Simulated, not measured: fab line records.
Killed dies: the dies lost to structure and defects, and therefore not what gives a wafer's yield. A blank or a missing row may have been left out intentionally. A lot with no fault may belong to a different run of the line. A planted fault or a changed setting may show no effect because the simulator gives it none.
8D (eight disciplines) problem report, filled in by code | flow nandHarc | the parts of the form that need people (team, actions taken, sign-off) are left out

1. THE ISSUE
Wafers without a fault read 31, standard deviation 14; rawDefectCount at NHARC_A_CONTACT_INSPECT_71 reads a mean of 938 on 6 wafers belonging to 2 lots. Relative to the usual mean, that is a shift of +65 standard deviations.
First seen on wafer L842.1, day 17 18:03, on defectInspect-02. Wafers with a number at this step in the record: 36, from 12 lots. Rule for "out", or "out of limits": more than 4 standard deviations from the usual mean. All remaining wafers that have a number are taken as sound.

2. WHAT IT IS, AND WHAT IT ISN'T
question                    | is                     | is not
which readings at this step | rawDefectCount         | -
which lots                  | L842, L843             | L841, L851, L852, L853, L854, L855, L856, L857, L858, L859
which wafers of those lots  | all that have a number | -
read on which gauges        | defectInspect-02       | defectInspect-01
when                        | from day 17 18:03      | up to then (3 sound wafers); but 27 sound wafers of L851, L852, L853, L854, L855, L856, L857, L858, L859 came after

3. SUSPECTS, AND WHAT RULES EACH OUT
Counting: a tool stays on the suspect list if, at a process step up to the reading, it processed all lots that are out and no sound lot following the first of them.
- the gauge at NHARC_A_CONTACT_INSPECT_71: kept. All the wafers that are out were read on defectInspect-02, and no step on other tools shows them out.
- pecvd-03 at NHARC_A_CONTACT_DEP_58 (deposits SiON, target thk 60 nm): ruled out as a lasting fault. Following L842 (day 17 17:12), the first lot on it that is out, the sound lots L854, L855, L856 were run on it.
Left after counting: defectInspect-02 at NHARC_A_CONTACT_INSPECT_71.

4. THE CAUSE (what the simulator had put in)
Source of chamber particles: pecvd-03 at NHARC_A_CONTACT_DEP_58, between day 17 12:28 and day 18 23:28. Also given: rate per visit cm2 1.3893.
It was ruled out by counting, in error; the rule expects a fault to strike all lots run on its tool from its start on, and this fault did not.

5. SEQUENCE OF EFFECTS, ordered by route
Each row: a reading whose mean over the struck wafers that have a number lies more than 3 standard deviations from the usual. Scope: only readings with a usual standard deviation given in the record; hours: median across lots of the time from each lot's start at the first step in this table that gives one to its start at this step; sigmas: change in usual standard deviations.
hours | step                       | reading        | usual | on struck wafers | change | sigmas
0     | NHARC_A_CONTACT_INSPECT_71 | rawDefectCount | 31    | 938              | +907   | +65
68    | NHARC_END_SORT_01          | killedAtArray  | 29    | 102              | +73    | +6.7
68    | NHARC_END_SORT_01          | killedDies     | 32    | 106              | +74    | +6.8

6. HOW IT WOULD HAVE BEEN CAUGHT EARLIER
The first out-of-limits reading at a measuring or inspecting step in this record came at day 17 18:03, 6 hours after the fault's start at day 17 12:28.
An alarm limit of 4 standard deviations would not have fired on the tool readings at NHARC_A_CONTACT_DEP_58 for which the record gives a usual standard deviation, since none of them was out on any struck wafer.
